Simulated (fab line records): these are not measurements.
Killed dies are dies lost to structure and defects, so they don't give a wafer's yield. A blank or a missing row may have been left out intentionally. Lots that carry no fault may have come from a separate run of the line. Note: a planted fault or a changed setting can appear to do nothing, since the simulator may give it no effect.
fab line records || flow nandHarc
record: {"lots": 5, "wafers": 15, "lastDay": 32}
route steps=1302 shown P_START@1 P_ZERO_WELL@2 END@1302
lots that met no fault: taken from a fault-free run of the same line
startH: start of the lot's first displayed wafer, in hours after the record's first day || waitH: hours from the lot's prior step to this one || " unchanged from the row above || L1.1+2: one row covering several wafers at once || - no value, or no start was given || * or withheld: withheld || < > ~ a bound
route shown NAME@n: names a module that has steps shown in the file, with the first one's number in the route || usual: the fault-free wafers' mean and standard deviation || same: alike in all rows || chamber/n: place in a boat || sites: the reading at each site || _std_site: how widely they spread, as a standard deviation || _edge_site: mean of outer sites minus mean of inner sites || radiusMm: for every site, how far away it sits from the centre of the wafer || mask NAME#n: copy n || behind: the most recent tool/chamber to have shaped the wafer || hold: reason for holding the lot/hours on hold/outcome of the hold || device: names the non-switching transistor (n, p or np) || end of line: tests of these same wafers at the route's end || a step without rows: its recipe alone || killed: dies that structure and defects cost at the first sort, which is not the same as the wafer's yield || map: dies across one wafer; x = killed, . = not, _ = none there
set.NAME: the setting that was run; set.NAME@STEP: the one run at that earlier step || model.NAME: the simulator's own value behind a step, which no gauge read
lots seen at some steps along the route; tables by step, rows by wafer
services: the hour from which a tool's chamber was out of use, counted from the record's first day as startH (under 0 if before that day), plus the number of hours and why
== steps ==
step: NHARC_P_START_INSPECT_01
usual: {"rawDefectCount": "3.5/2.1"}
{"lot.wafer": "L123.2", "tool": "defectInspect-01", "chamber": "-", "startH": 20.04, "waitH": "-", "rawDefectCount": 3}
{"lot.wafer": "L123.5", "tool": "defectInspect-01", "chamber": "-", "startH": 20.04, "waitH": "-", "rawDefectCount": 2}
{"lot.wafer": "L123.6", "tool": "defectInspect-01", "chamber": "-", "startH": 20.04, "waitH": "-", "rawDefectCount": 6}
{"lot.wafer": "L131.2", "tool": "defectInspect-01", "chamber": "-", "startH": 100.04, "waitH": "-", "rawDefectCount": 0}
{"lot.wafer": "L131.4", "tool": "defectInspect-01", "chamber": "-", "startH": 100.04, "waitH": "-", "rawDefectCount": 2}
{"lot.wafer": "L131.5", "tool": "defectInspect-01", "chamber": "-", "startH": 100.04, "waitH": "-", "rawDefectCount": 5}
{"lot.wafer": "L137.1", "tool": "defectInspect-02", "chamber": "-", "startH": 160.03, "waitH": "-", "rawDefectCount": 3}
{"lot.wafer": "L137.2", "tool": "defectInspect-02", "chamber": "-", "startH": 160.03, "waitH": "-", "rawDefectCount": 1}
{"lot.wafer": "L137.5", "tool": "defectInspect-02", "chamber": "-", "startH": 160.03, "waitH": "-", "rawDefectCount": 3}
{"lot.wafer": "L142.3", "tool": "defectInspect-01", "chamber": "-", "startH": 210.04, "waitH": "-", "rawDefectCount": 5}
{"lot.wafer": "L142.4", "tool": "defectInspect-01", "chamber": "-", "startH": 210.04, "waitH": "-", "rawDefectCount": 5}
{"lot.wafer": "L142.6", "tool": "defectInspect-01", "chamber": "-", "startH": 210.04, "waitH": "-", "rawDefectCount": 6}
{"lot.wafer": "L143.1", "tool": "defectInspect-01", "chamber": "-", "startH": 220.04, "waitH": "-", "rawDefectCount": 1}
{"lot.wafer": "L143.4", "tool": "defectInspect-01", "chamber": "-", "startH": 220.04, "waitH": "-", "rawDefectCount": 3}
{"lot.wafer": "L143.6", "tool": "defectInspect-01", "chamber": "-", "startH": 220.04, "waitH": "-", "rawDefectCount": 4}
step: NHARC_P_ZERO_WELL_PRECLEAN_00
recipe: {"timeS": 600, "tempC": 120, "chemistry": "SPM"}
step: NHARC_P_ZERO_WELL_SRD_01
step: NHARC_P_ZERO_WELL_PECVD_02
recipe: {"targetThkA": 100, "tempC": 400, "pressureTorr": 6.5, "rfW": "withheld", "teosFlowSccm": "withheld", "flowSccm": 2650, "targetThkNm": 10, "gas": "O2", "material": "SiO2"}
step: NHARC_P_ZERO_WELL_DEHYDRATE_03
recipe: {"tempC": 150, "timeS": 120}
step: NHARC_P_ZERO_WELL_HMDS_04
recipe: {"timeS": 30}
step: NHARC_P_ZERO_WELL_COAT_64
recipe: {"tempC": 200, "timeS": 65}
step: NHARC_P_ZERO_WELL_COAT_05
recipe: {"spinRpm": 2000, "resistThkNm": 600}
step: NHARC_P_ZERO_WELL_SOFTBAKE_06
recipe: {"tempC": 125, "timeS": 70}
usual: {"heaterPowerTotalW": "200.9/1.3", "plateTempC": "125.01/0.12", "resistLineTempC": "23.01/0.092"}
{"lot.wafer": "L123.2", "tool": "lithoTrack-07", "chamber": 0, "startH": 20, "waitH": "-", "heaterPowerTotalW": 202.6, "plateTempC": 125.03, "resistLineTempC": 23.01}
{"lot.wafer": "L123.5", "tool": "lithoTrack-07", "chamber": 0, "startH": 20, "waitH": "-", "heaterPowerTotalW": 202.3, "plateTempC": 125.16, "resistLineTempC": 22.93}
{"lot.wafer": "L123.6", "tool": "lithoTrack-07", "chamber": 0, "startH": 20, "waitH": "-", "heaterPowerTotalW": 199.4, "plateTempC": 125.07, "resistLineTempC": 22.87}
{"lot.wafer": "L131.2", "tool": "lithoTrack-07", "chamber": 0, "startH": 100, "waitH": "-", "heaterPowerTotalW": 200.9, "plateTempC": 124.92, "resistLineTempC": 23.12}
{"lot.wafer": "L131.4", "tool": "lithoTrack-07", "chamber": 0, "startH": 100, "waitH": "-", "heaterPowerTotalW": 202.1, "plateTempC": 124.94, "resistLineTempC": 22.92}
{"lot.wafer": "L131.5", "tool": "lithoTrack-07", "chamber": 0, "startH": 100, "waitH": "-", "heaterPowerTotalW": 206.6, "plateTempC": "-", "resistLineTempC": 23.13}
{"lot.wafer": "L137.1", "tool": "lithoTrack-02", "chamber": 0, "startH": 160, "waitH": "-", "heaterPowerTotalW": 201.2, "plateTempC": 124.98, "resistLineTempC": 23.16}
{"lot.wafer": "L137.2", "tool": "lithoTrack-02", "chamber": 0, "startH": 160, "waitH": "-", "heaterPowerTotalW": 201.8, "plateTempC": 125.01, "resistLineTempC": 23.10}
{"lot.wafer": "L137.5", "tool": "lithoTrack-02", "chamber": 0, "startH": 160, "waitH": "-", "heaterPowerTotalW": 199.1, "plateTempC": 124.84, "resistLineTempC": 23.08}
{"lot.wafer": "L142.3", "tool": "lithoTrack-07", "chamber": 0, "startH": 210, "waitH": "-", "heaterPowerTotalW": 202.5, "plateTempC": 124.96, "resistLineTempC": 22.94}
{"lot.wafer": "L142.4", "tool": "lithoTrack-07", "chamber": 0, "startH": 210, "waitH": "-", "heaterPowerTotalW": 202.6, "plateTempC": 125.04, "resistLineTempC": 22.96}
{"lot.wafer": "L142.6", "tool": "lithoTrack-07", "chamber": 0, "startH": 210, "waitH": "-", "heaterPowerTotalW": 200.2, "plateTempC": 124.77, "resistLineTempC": 23.02}
{"lot.wafer": "L143.1", "tool": "lithoTrack-07", "chamber": 0, "startH": 220, "waitH": "-", "heaterPowerTotalW": 201.7, "plateTempC": 124.82, "resistLineTempC": 23.08}
{"lot.wafer": "L143.4", "tool": "lithoTrack-07", "chamber": 0, "startH": 220, "waitH": "-", "heaterPowerTotalW": 201.1, "plateTempC": 124.98, "resistLineTempC": 22.97}
{"lot.wafer": "L143.6", "tool": "lithoTrack-07", "chamber": 0, "startH": 220, "waitH": "-", "heaterPowerTotalW": 201.8, "plateTempC": 124.70, "resistLineTempC": 23.07}
step: NHARC_P_ZERO_WELL_EBR_07
step: NHARC_END_SORT_01
recipe: {"tempC": 25}
usual: {"killedAtArray": "49/18", "killedAtOther": "0.8/1", "killedAtPeriphery": "4.2/2.8", "killedDies": "54/18", "killedOpen": "3.0/1.7", "killedShort": "2.5/1.6"}
same: {"grossDies": 677}
{"lot.wafer": "L137.1", "tool": "prober-01", "chamber": 0, "startH": 711.63, "waitH": 2.5, "killedAtArray": 100, "killedAtOther": 0, "killedAtPeriphery": 5, "killedDies": 105, "killedOpen": 2, "killedShort": 2}
{"lot.wafer": "L137.2", "tool": "prober-01", "chamber": 0, "startH": 712.43, "waitH": 2.8, "killedAtArray": 55, "killedAtOther": 0, "killedAtPeriphery": 5, "killedDies": 60, "killedOpen": 3, "killedShort": 2}
{"lot.wafer": "L137.5", "tool": "prober-01", "chamber": 0, "startH": 714.84, "waitH": 3.7, "killedAtArray": 72, "killedAtOther": 1, "killedAtPeriphery": 3, "killedDies": 76, "killedOpen": 3, "killedShort": 1}
{"lot.wafer": "L143.1", "tool": "prober-01", "chamber": 0, "startH": 769.58, "waitH": 2.5, "killedAtArray": 48, "killedAtOther": 0, "killedAtPeriphery": 4, "killedDies": 52, "killedOpen": 1, "killedShort": 0}
{"lot.wafer": "L143.4", "tool": "prober-01", "chamber": 0, "startH": 771.98, "waitH": 3.4, "killedAtArray": 42, "killedAtOther": 0, "killedAtPeriphery": 4, "killedDies": 46, "killedOpen": 0, "killedShort": 2}
{"lot.wafer": "L143.6", "tool": "prober-01", "chamber": 0, "startH": 773.58, "waitH": 4.0, "killedAtArray": 64, "killedAtOther": 0, "killedAtPeriphery": 5, "killedDies": 69, "killedOpen": 1, "killedShort": 2}
killed by level:class
L137.1 A_CHANNEL_HOLE_D1:chamberFilmFlake=37 A_SLIT:chamberFilmFlake=30 A_CHANNEL_HOLE_D2:chamberFilmFlake=18 A_STAIRCASE:chamberFilmFlake=5 A_DECK1_JOINT:chamberFilmFlake=3 A_M1:chamberFilmFlake=2 P_CONTACT:geometricParticle:open=1 A_ONON_D1:geometricParticle:open=1
L137.2 A_CHANNEL_HOLE_D1:chamberFilmFlake=18 A_SLIT:chamberFilmFlake=13 A_CHANNEL_HOLE_D2:chamberFilmFlake=12 A_STAIRCASE:chamberFilmFlake=6 A_M0:geometricParticle:open=2 P_BONDPAD:chamberFilmFlake=2 A_CONTACT:chamberFilmFlake=2 P_M0:geometricParticle:open=1
L137.5 A_CHANNEL_HOLE_D1:chamberFilmFlake=28 A_SLIT:chamberFilmFlake=17 A_CHANNEL_HOLE_D2:chamberFilmFlake=16 A_STAIRCASE:chamberFilmFlake=5 A_CONTACT:chamberFilmFlake=3 P_GATE:geometricParticle:short=1 P_M0:geometricParticle:open=1 A_ONON_D1:geometricParticle:open=1
L143.1 A_CHANNEL_HOLE_D1:chamberFilmFlake=15 A_CHANNEL_HOLE_D2:chamberFilmFlake=12 A_SLIT:chamberFilmFlake=7 A_CONTACT:chamberFilmFlake=6 A_STAIRCASE:chamberFilmFlake=5 P_GATE:chamberFilmFlake=4 A_SGD_CUT:chamberFilmFlake=2 A_CHANNEL_FILL_D1:geometricParticle:open=1
L143.4 A_CHANNEL_HOLE_D2:chamberFilmFlake=10 A_SLIT:chamberFilmFlake=10 A_CONTACT:chamberFilmFlake=8 A_CHANNEL_HOLE_D1:chamberFilmFlake=6 A_STAIRCASE:chamberFilmFlake=4 A_ONON_D1:geometricParticle:short=2 P_GATE:chamberFilmFlake=2 P_BONDPAD:chamberFilmFlake=2
L143.6 A_CHANNEL_HOLE_D2:chamberFilmFlake=22 A_SLIT:chamberFilmFlake=11 A_CHANNEL_HOLE_D1:chamberFilmFlake=11 A_STAIRCASE:chamberFilmFlake=7 A_CONTACT:chamberFilmFlake=7 P_GATE:chamberFilmFlake=3 A_SGD_CUT:chamberFilmFlake=3 P_STI:chamberFilmFlake=2
== services ==
{"tool": "lithoTrack-02", "chamber": "-", "startH": 52.00, "hours": 7.0, "kind": "pm"}
{"tool": "lithoTrack-07", "chamber": "-", "startH": 76.02, "hours": 7.0, "kind": "pm"}
== key ==
firstSign: {"step": "NHARC_P_ZERO_WELL_SOFTBAKE_06", "reading": "heaterPowerTotalW", "direction": "up", "sigmas": 4.2, "usual": "*", "struck": "*"}
effect none on later readings
metAt NHARC_P_ZERO_WELL_SOFTBAKE_06
struckWafers L131.5
testerLeftOut L131
onsetBetween 20 100
fault: {"kind": "processParameterDrift", "tool": "lithoTrack-07", "chamber": "-", "onsetH": 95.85, "steps": "NHARC_P_ZERO_WELL_SOFTBAKE_06", "channel": "timeS", "offset": "*", "shape": "step", "endH": 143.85, "scope": "struckWafersOnly", "actsIn": "*", "stated": "*"}
testerLeftOut: of these lots the tester's yield and bins aren't shown, on N5 and GAA mostly nor the transistor test; their killed dies are dies lost to structure and defects alone, not to doping, threshold or leakage, so they don't give the yield
